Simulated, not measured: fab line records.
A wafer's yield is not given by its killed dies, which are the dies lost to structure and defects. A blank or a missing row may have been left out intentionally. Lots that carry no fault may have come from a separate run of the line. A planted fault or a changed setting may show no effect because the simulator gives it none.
Chamber matching || flow n5_finfet || 4 sister chambers for N5_BEOL_M5_ALD_86 on ald_metal-04
The step deposits TaN, pulse time 2 s, purge time 3 s, co reactant purge time 2 s. 18 wafers are shown with their chamber, then 9 later ones without.

WAFERS WITH THEIR CHAMBER
{"wafer": "L075.1", "chamber": 3, "heater_power_w (W)": 433, "mfc_carrier_sccm (sccm)": 1494, "precursor_vessel_pressure_torr (Torr)": 26.30}
{"wafer": "L075.2", "chamber": 0, "heater_power_w (W)": 416, "mfc_carrier_sccm (sccm)": 1497, "precursor_vessel_pressure_torr (Torr)": 26.25}
{"wafer": "L075.3", "chamber": 2, "heater_power_w (W)": 391, "mfc_carrier_sccm (sccm)": 1502, "precursor_vessel_pressure_torr (Torr)": 26.31}
{"wafer": "L076.2", "chamber": 0, "heater_power_w (W)": 400, "mfc_carrier_sccm (sccm)": 1499, "precursor_vessel_pressure_torr (Torr)": 26.11}
{"wafer": "L076.3", "chamber": 2, "heater_power_w (W)": 388, "mfc_carrier_sccm (sccm)": 1502, "precursor_vessel_pressure_torr (Torr)": 26.17}
{"wafer": "L076.6", "chamber": 3, "heater_power_w (W)": 428, "mfc_carrier_sccm (sccm)": 1497, "precursor_vessel_pressure_torr (Torr)": 26.23}
{"wafer": "L078.1", "chamber": 1, "heater_power_w (W)": 453, "mfc_carrier_sccm (sccm)": 1498, "precursor_vessel_pressure_torr (Torr)": 26.22}
{"wafer": "L078.5", "chamber": 2, "heater_power_w (W)": 403, "mfc_carrier_sccm (sccm)": 1502, "precursor_vessel_pressure_torr (Torr)": 26.19}
{"wafer": "L078.6", "chamber": 1, "heater_power_w (W)": 447, "mfc_carrier_sccm (sccm)": 1502, "precursor_vessel_pressure_torr (Torr)": 26.29}
{"wafer": "L079.3", "chamber": 3, "heater_power_w (W)": 424, "mfc_carrier_sccm (sccm)": 1494, "precursor_vessel_pressure_torr (Torr)": 26.32}
{"wafer": "L079.4", "chamber": 0, "heater_power_w (W)": 417, "mfc_carrier_sccm (sccm)": 1499, "precursor_vessel_pressure_torr (Torr)": 26.26}
{"wafer": "L079.5", "chamber": 1, "heater_power_w (W)": 452, "mfc_carrier_sccm (sccm)": 1504, "precursor_vessel_pressure_torr (Torr)": 26.31}
{"wafer": "L081.2", "chamber": 3, "heater_power_w (W)": 433, "mfc_carrier_sccm (sccm)": 1497, "precursor_vessel_pressure_torr (Torr)": 26.21}
{"wafer": "L081.3", "chamber": 0, "heater_power_w (W)": 406, "mfc_carrier_sccm (sccm)": 1507, "precursor_vessel_pressure_torr (Torr)": 26.31}
{"wafer": "L081.4", "chamber": 2, "heater_power_w (W)": 399, "mfc_carrier_sccm (sccm)": 1501, "precursor_vessel_pressure_torr (Torr)": 26.19}
{"wafer": "L085.2", "chamber": 3, "heater_power_w (W)": 438, "mfc_carrier_sccm (sccm)": 1489, "precursor_vessel_pressure_torr (Torr)": 26.17}
{"wafer": "L085.3", "chamber": 2, "heater_power_w (W)": 389, "mfc_carrier_sccm (sccm)": 1499, "precursor_vessel_pressure_torr (Torr)": 26.23}
{"wafer": "L085.6", "chamber": 0, "heater_power_w (W)": 408, "mfc_carrier_sccm (sccm)": 1493, "precursor_vessel_pressure_torr (Torr)": 26.31}

SIGNATURES (means of the wafers above)
{"reading": "heater_power_w", "chamber 0": 409.40, "chamber 1": 450.67, "chamber 2": 394.00, "chamber 3": 431.20, "scatter within a chamber": 6.06}
{"reading": "mfc_carrier_sccm", "chamber 0": 1499.00, "chamber 1": 1501.33, "chamber 2": 1501.20, "chamber 3": 1494.20, "scatter within a chamber": 3.51}
{"reading": "precursor_vessel_pressure_torr", "chamber 0": 26.2480, "chamber 1": 26.2733, "chamber 2": 26.2180, "chamber 3": 26.2460, "scatter within a chamber": 0.0652}
Rule: a wafer's distance from a chamber is the root of the sum, over the readings, of the square of ((its reading less the chamber's mean) divided by the reading's scatter). The wafer belongs to the nearest chamber; if the next one is less than 2 further off, it can't be placed. The scatter: take each reading less its chamber's mean, square it, sum over the shown wafers, divide by the number of wafers less the number of chambers, and take the root.

WAFERS WHOSE CHAMBER IS MISSING
{"wafer": "L086.1", "heater_power_w (W)": 398, "mfc_carrier_sccm (sccm)": 1502, "precursor_vessel_pressure_torr (Torr)": 26.18}
{"wafer": "L086.3", "heater_power_w (W)": 407, "mfc_carrier_sccm (sccm)": 1497, "precursor_vessel_pressure_torr (Torr)": 26.21}
{"wafer": "L086.4", "heater_power_w (W)": 433, "mfc_carrier_sccm (sccm)": 1501, "precursor_vessel_pressure_torr (Torr)": 26.24}
{"wafer": "L087.1", "heater_power_w (W)": 431, "mfc_carrier_sccm (sccm)": 1490, "precursor_vessel_pressure_torr (Torr)": 26.27}
{"wafer": "L087.2", "heater_power_w (W)": 390, "mfc_carrier_sccm (sccm)": 1500, "precursor_vessel_pressure_torr (Torr)": 26.27}
{"wafer": "L087.3", "heater_power_w (W)": 454, "mfc_carrier_sccm (sccm)": 1498, "precursor_vessel_pressure_torr (Torr)": 26.31}
{"wafer": "L095.1", "heater_power_w (W)": 429, "mfc_carrier_sccm (sccm)": 1497, "precursor_vessel_pressure_torr (Torr)": 26.25}
{"wafer": "L095.2", "heater_power_w (W)": 407, "mfc_carrier_sccm (sccm)": 1497, "precursor_vessel_pressure_torr (Torr)": 26.22}
{"wafer": "L095.4", "heater_power_w (W)": 449, "mfc_carrier_sccm (sccm)": 1498, "precursor_vessel_pressure_torr (Torr)": 26.31}

THE CHAMBER EACH PASSED THROUGH
{"wafer": "L086.1", "from the rows above": "can't be placed: 2 or 0", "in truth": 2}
{"wafer": "L086.3", "from the rows above": "can't be placed: 0 or 2", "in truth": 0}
{"wafer": "L086.4", "from the rows above": "can't be placed: 3 or 1 or 0", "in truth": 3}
{"wafer": "L087.1", "from the rows above": 3, "in truth": 3}
{"wafer": "L087.2", "from the rows above": 2, "in truth": 2}
{"wafer": "L087.3", "from the rows above": 1, "in truth": 1}
{"wafer": "L095.1", "from the rows above": 3, "in truth": 3}
{"wafer": "L095.2", "from the rows above": "can't be placed: 0 or 2", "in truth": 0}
{"wafer": "L095.4", "from the rows above": 1, "in truth": 1}
Placed correctly: 5 of 9. Can't be placed from these rows: 4 (the true chamber is among the candidates in 4). Wrongly placed: 0.
